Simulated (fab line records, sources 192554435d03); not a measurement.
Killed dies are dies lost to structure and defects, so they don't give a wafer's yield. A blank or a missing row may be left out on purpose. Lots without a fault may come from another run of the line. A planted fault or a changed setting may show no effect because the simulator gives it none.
Which tool did it? | flow n5_finfet | 24 lots, 72 wafers sampled, at 6 steps of a route of 1938

WHAT THE GAUGES READ, wafer by wafer
N5_BEOL_M2_RS_MEAS_58: measures by four-point-probe.
lot  | measured     | on            | M2_RS (ohm/sq)
L074 | day 6 19:49  | film_metro-01 | 0.673 0.673 0.736
L075 | day 6 23:23  | film_metro-01 | 0.645 0.645 0.709
L076 | day 7 11:49  | film_metro-01 | 0.687 0.733 0.704
L077 | day 7 16:33  | film_metro-01 | 0.711 0.633 0.645
L078 | day 7 22:52  | film_metro-01 | 0.706 0.663 0.679
L080 | day 8 07:12  | film_metro-02 | 0.665 0.672 0.672
L079 | day 8 14:46  | film_metro-02 | 0.700 0.702 0.656
L081 | day 8 19:48  | film_metro-02 | 0.683 0.663 0.673
L082 | day 9 01:52  | film_metro-01 | 0.654 0.707 0.668
L083 | day 9 05:35  | film_metro-02 | 0.644 0.642 0.681
L084 | day 9 15:07  | film_metro-02 | 0.645 0.664 0.636
L085 | day 9 22:57  | film_metro-01 | 0.629 0.624 0.622
L086 | day 9 21:23  | film_metro-01 | 0.632 0.629 0.602
L087 | day 10 02:03 | film_metro-02 | 0.677 0.657 0.639
L089 | day 10 16:36 | film_metro-01 | 0.663 0.652 0.685
L088 | day 10 22:44 | film_metro-02 | 0.702 0.692 0.695
L090 | day 11 05:00 | film_metro-01 | 0.662 0.673 0.668
L091 | day 11 09:47 | film_metro-02 | 0.696 0.673 0.679
L093 | day 11 10:59 | film_metro-02 | 0.639 0.692 0.690
L092 | day 11 14:17 | film_metro-01 | 0.711 0.652 0.714
L094 | day 11 14:25 | film_metro-02 | 0.679 0.650 0.689
L095 | day 12 13:36 | film_metro-02 | 0.678 0.671 0.688
L097 | day 12 16:13 | film_metro-01 | 0.669 0.643 0.651
L096 | day 12 20:28 | film_metro-01 | 0.701 0.677 0.681

WHICH TOOL RAN EACH LOT (tool, then ch and the chambers of the sampled wafers, then the start)
lot  | N5_BEOL_M2_ANNEAL_82         | N5_BEOL_M2_SPUTTER_88        | N5_BEOL_M2_SPUTTER_94        | N5_BEOL_M2_PRE_CLEAN_60          | N5_BEOL_M2_CO_CAP_55
L074 | pvd_sputter-03, day 6 17:32  | pvd_sputter-03, day 6 17:54  | pvd_sputter-03, day 6 18:34  | cvd_co-02 ch 0,2, day 6 19:36    | cvd_co-02 ch 0,2, day 6 19:38
L075 | pvd_sputter-02, day 6 20:47  | pvd_sputter-02, day 6 21:09  | pvd_sputter-02, day 6 21:49  | cvd_co-01 ch 1,2, day 6 23:08    | cvd_co-01 ch 1,2, day 6 23:10
L076 | pvd_sputter-03, day 7 09:32  | pvd_sputter-03, day 7 09:53  | pvd_sputter-03, day 7 10:33  | cvd_co-02 ch 0,1,2, day 7 11:35  | cvd_co-02 ch 0,1,2, day 7 11:38
L077 | pvd_sputter-01, day 7 14:13  | pvd_sputter-01, day 7 14:35  | pvd_sputter-01, day 7 15:14  | cvd_co-02 ch 0,1,2, day 7 16:17  | cvd_co-02 ch 0,1,2, day 7 16:19
L078 | pvd_sputter-01, day 7 20:35  | pvd_sputter-01, day 7 20:56  | pvd_sputter-01, day 7 21:36  | cvd_co-02 ch 0,1,2, day 7 22:38  | cvd_co-02 ch 0,1,2, day 7 22:41
L080 | pvd_sputter-03, day 8 04:55  | pvd_sputter-03, day 8 05:16  | pvd_sputter-03, day 8 05:56  | cvd_co-01 ch 0,1,2, day 8 06:58  | cvd_co-01 ch 0,1,2, day 8 07:01
L079 | pvd_sputter-03, day 8 12:29  | pvd_sputter-03, day 8 12:50  | pvd_sputter-03, day 8 13:30  | cvd_co-02 ch 0,1, day 8 14:32    | cvd_co-02 ch 0,1, day 8 14:35
L081 | pvd_sputter-01, day 8 17:23  | pvd_sputter-01, day 8 17:44  | pvd_sputter-01, day 8 18:24  | cvd_co-01 ch 0,1,2, day 8 19:35  | cvd_co-01 ch 0,1,2, day 8 19:37
L082 | pvd_sputter-03, day 8 23:34  | pvd_sputter-03, day 8 23:56  | pvd_sputter-03, day 9 00:35  | cvd_co-02 ch 0,1,2, day 9 01:38  | cvd_co-02 ch 0,1,2, day 9 01:40
L083 | pvd_sputter-01, day 9 03:17  | pvd_sputter-01, day 9 03:39  | pvd_sputter-01, day 9 04:19  | cvd_co-01 ch 0,1,2, day 9 05:21  | cvd_co-01 ch 0,1,2, day 9 05:23
L084 | pvd_sputter-03, day 9 12:44  | pvd_sputter-03, day 9 13:06  | pvd_sputter-03, day 9 13:46  | cvd_co-01 ch 0,2, day 9 14:53    | cvd_co-01 ch 0,2, day 9 14:56
L085 | pvd_sputter-03, day 9 18:50  | pvd_sputter-03, day 9 21:00  | pvd_sputter-03, day 9 21:40  | cvd_co-01 ch 0,1, day 9 22:43    | cvd_co-01 ch 0,1, day 9 22:46
L086 | pvd_sputter-02, day 9 19:00  | pvd_sputter-02, day 9 19:22  | pvd_sputter-02, day 9 20:01  | cvd_co-02 ch 1,2, day 9 21:10    | cvd_co-02 ch 1,2, day 9 21:13
L087 | pvd_sputter-02, day 9 23:25  | pvd_sputter-02, day 9 23:47  | pvd_sputter-02, day 10 00:26 | cvd_co-01 ch 0,1, day 10 01:50   | cvd_co-01 ch 0,1, day 10 01:52
L089 | pvd_sputter-03, day 10 14:02 | pvd_sputter-03, day 10 14:23 | pvd_sputter-03, day 10 15:03 | cvd_co-01 ch 0,1,2, day 10 16:23 | cvd_co-01 ch 0,1,2, day 10 16:25
L088 | pvd_sputter-02, day 10 20:16 | pvd_sputter-02, day 10 20:38 | pvd_sputter-02, day 10 21:17 | cvd_co-01 ch 0,1,2, day 10 22:30 | cvd_co-01 ch 0,1,2, day 10 22:32
L090 | pvd_sputter-01, day 11 02:43 | pvd_sputter-01, day 11 03:04 | pvd_sputter-01, day 11 03:44 | cvd_co-01 ch 0,2, day 11 04:47   | cvd_co-01 ch 0,2, day 11 04:49
L091 | pvd_sputter-03, day 11 06:34 | pvd_sputter-03, day 11 06:55 | pvd_sputter-03, day 11 07:35 | cvd_co-02 ch 0,1, day 11 09:34   | cvd_co-02 ch 0,1, day 11 09:37
L093 | pvd_sputter-03, day 11 08:40 | pvd_sputter-03, day 11 09:01 | pvd_sputter-03, day 11 09:41 | cvd_co-01 ch 0,1,2, day 11 10:45 | cvd_co-01 ch 0,1,2, day 11 10:47
L092 | pvd_sputter-02, day 11 11:52 | pvd_sputter-02, day 11 12:14 | pvd_sputter-02, day 11 12:53 | cvd_co-01 ch 0,2, day 11 14:04   | cvd_co-01 ch 0,2, day 11 14:06
L094 | pvd_sputter-01, day 11 12:07 | pvd_sputter-01, day 11 12:29 | pvd_sputter-01, day 11 13:08 | cvd_co-02 ch 0,1, day 11 14:11   | cvd_co-02 ch 0,1, day 11 14:14
L095 | pvd_sputter-03, day 12 11:19 | pvd_sputter-03, day 12 11:40 | pvd_sputter-03, day 12 12:20 | cvd_co-01 ch 0,1,2, day 12 13:23 | cvd_co-01 ch 0,1,2, day 12 13:25
L097 | pvd_sputter-03, day 12 13:55 | pvd_sputter-03, day 12 14:17 | pvd_sputter-03, day 12 14:56 | cvd_co-01 ch 0,2, day 12 16:00   | cvd_co-01 ch 0,2, day 12 16:02
L096 | pvd_sputter-03, day 12 18:11 | pvd_sputter-03, day 12 18:32 | pvd_sputter-03, day 12 19:12 | cvd_co-02 ch 0,1,2, day 12 20:14 | cvd_co-02 ch 0,1,2, day 12 20:17
- N5_BEOL_M2_ANNEAL_82: time 240 s.
- N5_BEOL_M2_SPUTTER_88: material Cu, target thk 4.5 nm, time 8.29 s.
- N5_BEOL_M2_SPUTTER_94: material Cu, target thk 4.5 nm, time 8.29 s.
- N5_BEOL_M2_PRE_CLEAN_60: time 15 s.
- N5_BEOL_M2_CO_CAP_55: material Co, precursor CCTBA/H2, target thk 2 nm, time 102.1 s.

WHAT THE TOOLS THEMSELVES READ (means of the sampled wafers that have a number; where no wafer has one, the mark that the record gives instead)
N5_BEOL_M2_ANNEAL_82.
lot  | tool           | heater_power_w (W) | susceptor_temp_C_max
L074 | pvd_sputter-03 | 900                | 401.2
L075 | pvd_sputter-02 | 825                | 401.0
L076 | pvd_sputter-03 | 900                | 400.9
L077 | pvd_sputter-01 | 803                | 401.0
L078 | pvd_sputter-01 | 835                | 401.2
L080 | pvd_sputter-03 | 867                | 401.1
L079 | pvd_sputter-03 | 935                | 400.7
L081 | pvd_sputter-01 | 770                | 400.8
L082 | pvd_sputter-03 | 809                | 401.0
L083 | pvd_sputter-01 | 773                | 400.6
L084 | pvd_sputter-03 | 867                | 400.6
L085 | pvd_sputter-03 | 891                | 400.9
L086 | pvd_sputter-02 | 764                | 400.9
L087 | pvd_sputter-02 | 867                | 400.9
L089 | pvd_sputter-03 | 854                | 400.6
L088 | pvd_sputter-02 | 770                | 400.9
L090 | pvd_sputter-01 | 813                | 401.0
L091 | pvd_sputter-03 | 818                | 400.9
L093 | pvd_sputter-03 | 856                | 401.1
L092 | pvd_sputter-02 | 858                | 400.5
L094 | pvd_sputter-01 | 830                | 401.4
L095 | pvd_sputter-03 | 941                | 401.1
L097 | pvd_sputter-03 | 897                | 400.9
L096 | pvd_sputter-03 | 904                | 401.2

N5_BEOL_M2_SPUTTER_88.
lot  | tool           | throttle_valve_pct (%)
L074 | pvd_sputter-03 | 30.0
L075 | pvd_sputter-02 | 29.4
L076 | pvd_sputter-03 | 30.3
L077 | pvd_sputter-01 | 29.4
L078 | pvd_sputter-01 | 28.8
L080 | pvd_sputter-03 | 29.7
L079 | pvd_sputter-03 | 30.2
L081 | pvd_sputter-01 | 30.2
L082 | pvd_sputter-03 | 29.0
L083 | pvd_sputter-01 | 30.6
L084 | pvd_sputter-03 | 29.7
L085 | pvd_sputter-03 | 30.3
L086 | pvd_sputter-02 | 29.8
L087 | pvd_sputter-02 | 28.3
L089 | pvd_sputter-03 | 29.6
L088 | pvd_sputter-02 | 30.2
L090 | pvd_sputter-01 | 29.5
L091 | pvd_sputter-03 | 29.7
L093 | pvd_sputter-03 | 29.7
L092 | pvd_sputter-02 | 28.3
L094 | pvd_sputter-01 | 28.8
L095 | pvd_sputter-03 | 30.1
L097 | pvd_sputter-03 | 30.2
L096 | pvd_sputter-03 | 30.3

N5_BEOL_M2_SPUTTER_94.
lot  | tool           | throttle_valve_pct (%)
L074 | pvd_sputter-03 | 30.2
L075 | pvd_sputter-02 | 29.4
L076 | pvd_sputter-03 | 30.4
L077 | pvd_sputter-01 | 29.4
L078 | pvd_sputter-01 | 28.8
L080 | pvd_sputter-03 | 29.8
L079 | pvd_sputter-03 | 30.4
L081 | pvd_sputter-01 | 30.3
L082 | pvd_sputter-03 | 29.1
L083 | pvd_sputter-01 | 30.5
L084 | pvd_sputter-03 | 29.6
L085 | pvd_sputter-03 | 30.3
L086 | pvd_sputter-02 | 29.9
L087 | pvd_sputter-02 | 28.3
L089 | pvd_sputter-03 | 29.7
L088 | pvd_sputter-02 | 30.2
L090 | pvd_sputter-01 | 29.4
L091 | pvd_sputter-03 | 29.7
L093 | pvd_sputter-03 | 29.6
L092 | pvd_sputter-02 | 28.3
L094 | pvd_sputter-01 | 28.8
L095 | pvd_sputter-03 | 30.3
L097 | pvd_sputter-03 | 30.4
L096 | pvd_sputter-03 | 30.3

N5_BEOL_M2_PRE_CLEAN_60.
lot  | tool      | heater_power_w (W) | rf_fwd_power_W (W)
L074 | cvd_co-02 | 118                | 296.2
L075 | cvd_co-01 | 86                 | 297.3
L076 | cvd_co-02 | 114                | 296.0
L077 | cvd_co-02 | 114                | 295.3
L078 | cvd_co-02 | 113                | 296.8
L080 | cvd_co-01 | 79                 | 296.6
L079 | cvd_co-02 | 107                | 295.7
L081 | cvd_co-01 | 78                 | 297.0
L082 | cvd_co-02 | 115                | 296.6
L083 | cvd_co-01 | 78                 | 296.8
L084 | cvd_co-01 | 71                 | 296.6
L085 | cvd_co-01 | 73                 | 296.4
L086 | cvd_co-02 | 114                | 295.5
L087 | cvd_co-01 | 72                 | 296.1
L089 | cvd_co-01 | 81                 | 296.9
L088 | cvd_co-01 | 80                 | 296.6
L090 | cvd_co-01 | 73                 | 296.7
L091 | cvd_co-02 | 108                | 296.9
L093 | cvd_co-01 | 79                 | 296.9
L092 | cvd_co-01 | 79                 | 296.4
L094 | cvd_co-02 | 106                | 296.2
L095 | cvd_co-01 | 81                 | 297.1
L097 | cvd_co-01 | 74                 | 296.6
L096 | cvd_co-02 | 115                | 296.7

N5_BEOL_M2_CO_CAP_55.
lot  | tool      | heater_power_w (W)
L074 | cvd_co-02 | 279
L075 | cvd_co-01 | 235
L076 | cvd_co-02 | 275
L077 | cvd_co-02 | 271
L078 | cvd_co-02 | 274
L080 | cvd_co-01 | 229
L079 | cvd_co-02 | 264
L081 | cvd_co-01 | 226
L082 | cvd_co-02 | 277
L083 | cvd_co-01 | 226
L084 | cvd_co-01 | 219
L085 | cvd_co-01 | 223
L086 | cvd_co-02 | 273
L087 | cvd_co-01 | 221
L089 | cvd_co-01 | 228
L088 | cvd_co-01 | 225
L090 | cvd_co-01 | 218
L091 | cvd_co-02 | 264
L093 | cvd_co-01 | 230
L092 | cvd_co-01 | 226
L094 | cvd_co-02 | 260
L095 | cvd_co-01 | 231
L097 | cvd_co-01 | 223
L096 | cvd_co-02 | 272

THE ANSWER, worked out from the rows above alone
Rule: what is usual is taken from the lots themselves. Put in order of their means at a reading, lots are off if they are a third of the lots or fewer, leave a main group of 4 or more, and stand apart from it by a gap of 3 or more times the standard deviation of the main group's means; of several such gaps the widest counts. A main group whose means are all the same, to the digits that the tables above print for the reading, isn't used. A lot without any number at a reading at which 4 lots or more have one is off too. The other lots that the step has rows for count as sound. The gauges are gone through in route order, then the tools' own readings, and for those a lot's mean is taken as printed above. The first step at which some lot is off is used, and at that step the reading that is off furthest; a lot without a number counts as furthest.
No lot is off at any reading shown: from this, nothing can be told.

WHAT THE SIMULATOR HAD PUT IN
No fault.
